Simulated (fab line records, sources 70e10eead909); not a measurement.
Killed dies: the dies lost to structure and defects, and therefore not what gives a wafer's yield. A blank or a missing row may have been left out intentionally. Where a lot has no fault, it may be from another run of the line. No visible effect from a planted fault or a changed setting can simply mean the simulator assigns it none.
The tool behind it: which one? / flow nandHarc / Sampling: 6 lots, 18 wafers, 5 of 1302 route steps

## WHAT THE GAUGES READ, wafer by wafer
NHARC_END_SORT_01.
lot=L664; measured=day 30 11:17; on=prober-02; killedAtArray=527 514 601

## WHAT TOOL EACH LOT RAN ON (gives the tool, then ch and the chambers of the sampled wafers, and finally the start)
lot=L650; NHARC_A_STAIRCASE_CVD_552=lpcvd-01 ch 0, day 18 02:23; NHARC_THIN_TSV_DEP_47=pecvd-04 ch 0,2, day 24 05:20; NHARC_THIN_TSV_STRIP_62=plasmaAsher-02 ch 0,1, day 24 06:09; NHARC_THIN_TSV_PRE_CLEAN_54=pvdSputter-01, day 24 08:21
lot=L653; NHARC_A_STAIRCASE_CVD_552=lpcvd-02 ch 0, day 18 20:59; NHARC_THIN_TSV_DEP_47=pecvd-01 ch 0,1,2, day 24 22:53; NHARC_THIN_TSV_STRIP_62=plasmaAsher-01 ch 0,1, day 24 23:34; NHARC_THIN_TSV_PRE_CLEAN_54=pvdSputter-03, day 25 01:46
lot=L655; NHARC_A_STAIRCASE_CVD_552=lpcvd-02 ch 1, day 20 07:14; NHARC_THIN_TSV_DEP_47=pecvd-01 ch 1,2, day 27 07:23; NHARC_THIN_TSV_STRIP_62=plasmaAsher-02 ch 0,1, day 27 08:11; NHARC_THIN_TSV_PRE_CLEAN_54=pvdSputter-02, day 27 10:23
lot=L658; NHARC_A_STAIRCASE_CVD_552=lpcvd-02 ch 0, day 21 00:07; NHARC_THIN_TSV_DEP_47=pecvd-02 ch 0,1, day 27 10:07; NHARC_THIN_TSV_STRIP_62=plasmaAsher-02 ch 0, day 27 10:51; NHARC_THIN_TSV_PRE_CLEAN_54=pvdSputter-01, day 27 13:05
lot=L664; NHARC_A_STAIRCASE_CVD_552=lpcvd-02 ch 0, day 23 13:15; NHARC_THIN_TSV_DEP_47=-; NHARC_THIN_TSV_STRIP_62=-; NHARC_THIN_TSV_PRE_CLEAN_54=-
lot=L671; NHARC_A_STAIRCASE_CVD_552=lpcvd-01 ch 1, day 26 09:16; NHARC_THIN_TSV_DEP_47=pecvd-01 ch 0,1,2, day 32 14:53; NHARC_THIN_TSV_STRIP_62=plasmaAsher-02 ch 0,1, day 32 15:34; NHARC_THIN_TSV_PRE_CLEAN_54=pvdSputter-03, day 32 17:49
- NHARC_A_STAIRCASE_CVD_552: deposits SiNx, target thk 40 nm.
- NHARC_THIN_TSV_DEP_47: deposits SiO2, target thk 200 nm.
- NHARC_THIN_TSV_STRIP_62: strips in N2/H2, time 20 s.
- NHARC_THIN_TSV_PRE_CLEAN_54: time 30 s.

## THE ANSWER, worked out from the rows above alone
Rule: what is usual is taken from the lots themselves. Put in order of their means at a reading, lots are off if they are a third of the lots or fewer, leave a main group of 4 or more, and stand apart from it by a gap of 3 or more times the standard deviation of the main group's means; of several such gaps the widest counts. If all means in a main group match to the digits the tables above print for the reading, that group is not used. A lot without any number at a reading at which 4 lots or more have one is off too. The other lots that the step has rows for count as sound.
None of the lots is off at any reading shown; this tells nothing.

## WHAT THE SIMULATOR PUT IN
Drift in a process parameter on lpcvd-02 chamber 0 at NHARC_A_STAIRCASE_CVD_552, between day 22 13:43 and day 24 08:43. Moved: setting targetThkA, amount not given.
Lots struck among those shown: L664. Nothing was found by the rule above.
